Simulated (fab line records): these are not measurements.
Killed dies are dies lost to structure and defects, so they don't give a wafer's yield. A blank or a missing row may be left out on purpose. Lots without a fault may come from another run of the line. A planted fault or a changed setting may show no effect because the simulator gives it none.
Comparing a struck lot with a sound one ; flow nand_harc ; 22 out of 1302 route steps
Sound: the wafers L110.2, L110.4, L110.5. The struck wafers were L121.4, L121.5, L121.6. The cause comes at the end.
For every step that has rows: the tool of each side, followed by ch and its chambers, followed by its first start. Under that, the readings that differ: sound wafers ; struck wafers ; difference of the means ; sigmas: that difference in standard deviations of wafers without a fault.
alike: readings whose means differ by less than 2 such deviations, and words and numbers that are the same on both sides. not compared: withheld readings, readings that some wafer has no value for, bounds like >300 that may hide the same value, and numbers for which the record gives no deviation and whose values overlap.
The two part at a step that has a row with sigmas, a row that says differs or no value, or rows on one side only. Numbers that don't overlap but have no deviation are shown without sigmas and don't part them. Lack of a reading on every wafer of one side parts them only where that side has two or more wafers.

NHARC_A_CONTACT_CMP_20: polishes, t overpolish 30 s, target thk 300 nm.
  sound on cmp-02 ch 0,1,2, day 22 22:24; struck on cmp-04 ch 0,2,3, day 27 00:22
reading;sound;struck;difference;sigmas
retaining_ring_pressure_frac;0.999 0.989 0.998;1.006 1.008 1.003;+0.010;+2
  alike: motor_current_A, overpolish_run_s, slurry_flow_ml_min, time_to_endpoint_s
then, 1 step without rows for these wafers: NHARC_A_CONTACT_SRD_22.
NHARC_A_CONTACT_INSPECT_23:
  struck on defect_inspect-01, day 27 00:44; sound on defect_inspect-02, day 22 22:47
reading;sound;struck;difference;sigmas
raw_defect_count;1011 566 687;516 365 355;-343;-2
then, 8 steps without rows for these wafers: NHARC_A_BLC_DEHYDRATE_00 (time 120 s); NHARC_A_BLC_HMDS_01 (time 30 s); NHARC_A_BLC_COAT_02 (time 75 s); NHARC_A_BLC_COAT_03 (time 65 s); NHARC_A_BLC_COAT_04 (resist thk 90 nm); NHARC_A_BLC_SOFTBAKE_05 (time 55 s); NHARC_A_BLC_EBR_06; NHARC_A_BLC_EXPOSE_07 (exposes mask A BLC, target cd 100 nm).
NHARC_A_BLC_PEB_08: peb time 65 s.
  sound on litho_track-06 ch 0, day 22 23:05; struck on litho_track-01 ch 0, day 27 01:10
reading;sound;struck;difference;sigmas
heater_power_total_W (W);156.0 156.9 157.1;152.9 152.9 152.6;-3.9;-9
plate_temp_C (C);100.05 100.22 99.99;97.81 98.03 97.95;-2.16;-18
  alike: resist_line_temp_C
then, 1 step without rows for these wafers: NHARC_A_BLC_DEVELOP_09 (develop time 35 s).
NHARC_A_BLC_CD_MEAS_10: the cd target is 100 nm.
  sound on cd_sem-01 ch 0, day 22 23:10; struck on cd_sem-01 ch 0, day 27 01:14
reading;sound;struck;difference;sigmas
cd_nm (nm);99.6 99.9 100.3;91.9 92.0 91.5;-8.1;-15
NHARC_A_BLC_OVL_MEAS_11:
  struck on overlay-01, day 27 01:19; sound on overlay-02, day 22 23:15
reading;sound;struck;difference;sigmas
overlay_x_nm (nm);-0.3 -0.6 -0.1;1.5 1.8 1.0;+1.8;+2
overlay_y_nm (nm);0.1 0.5 0.4;-1.7 -2.0 -1.9;-2.2;-2
NHARC_A_BLC_INSPECT_12:
  struck on defect_inspect-02, day 27 01:22; sound on defect_inspect-02, day 22 23:17
  alike: raw_defect_count
NHARC_A_BLC_DESCUM_15: chemistry O2, time 3 s.
  sound on rie_diel-04 ch 1,3, day 22 23:22; struck on rie_diel-04 ch 0,2,3, day 27 01:27
reading;sound;struck;difference;sigmas
model.A_BLC.cd_nm (nm);100.4 99.69 99.83;91.26 91.52 91.65;-8.50;
  alike: drypump_motor_current_A, o2_flow_sccm, oes_product_au, rf_vpp_V, showerhead_plenum_p_Torr, throttle_valve_pct
  not compared: rf_hours_counter_h
NHARC_A_BLC_ETCH_16: etches the open film in CF4, target depth 39 nm, time 65 s.
  sound on rie_diel-04 ch 0,1,2, day 22 23:26; struck on rie_diel-04 ch 0,2,3, day 27 01:33
  alike: drypump_motor_current_A, oes_product_au, rf_vpp_V, showerhead_plenum_p_Torr, throttle_valve_pct
  not compared: rf_hours_counter_h
NHARC_A_BLC_ETCH_17: etches the open film in N2/H2, target depth 390 nm, time 609.38 s.
  sound: rie_diel-04 ch 1,3; struck: rie_diel-04 ch 0,2,3
  alike: drypump_motor_current_A, oes_product_au, rf_vpp_V, showerhead_plenum_p_Torr, throttle_valve_pct
  not compared: rf_hours_counter_h
NHARC_A_BLC_ETCH_18: etches the open film in C4F8/O2/Ar, target depth 910 nm.
  sound: rie_diel-04 ch 1,2,3; struck: rie_diel-04 ch 0,2,3
reading;sound;struck;difference;sigmas
model.A_BLC.cd_nm (nm);103 99.55 99.65;92.46 94.03 93.89;-7.27;
  alike: oes_product_au, rf_vpp_V
  not compared: rf_hours_counter_h
NHARC_A_BLC_CD_MEAS_19:
  struck on cd_sem-01, day 27 02:35; sound on cd_sem-03, day 23 00:19
reading;sound;struck;difference;sigmas
cd_nm (nm);102.8 99.7 99.6;92.5 93.9 94.0;-7.2;-3
-- the record jumps here: 2 days lie between the struck wafers' starts before and after (it left off in module A_BLC and takes up again in module END, whose first step shown is number 1302 of the route) --
NHARC_END_SORT_01:
  here the record holds rows for the struck wafers (prober-01 ch 0, day 29 09:33) but none for the sound ones

WHERE THEY PART
At NHARC_A_CONTACT_CMP_20 first; at NHARC_END_SORT_01 last (within this record only).

WHY: whatever the simulator had introduced
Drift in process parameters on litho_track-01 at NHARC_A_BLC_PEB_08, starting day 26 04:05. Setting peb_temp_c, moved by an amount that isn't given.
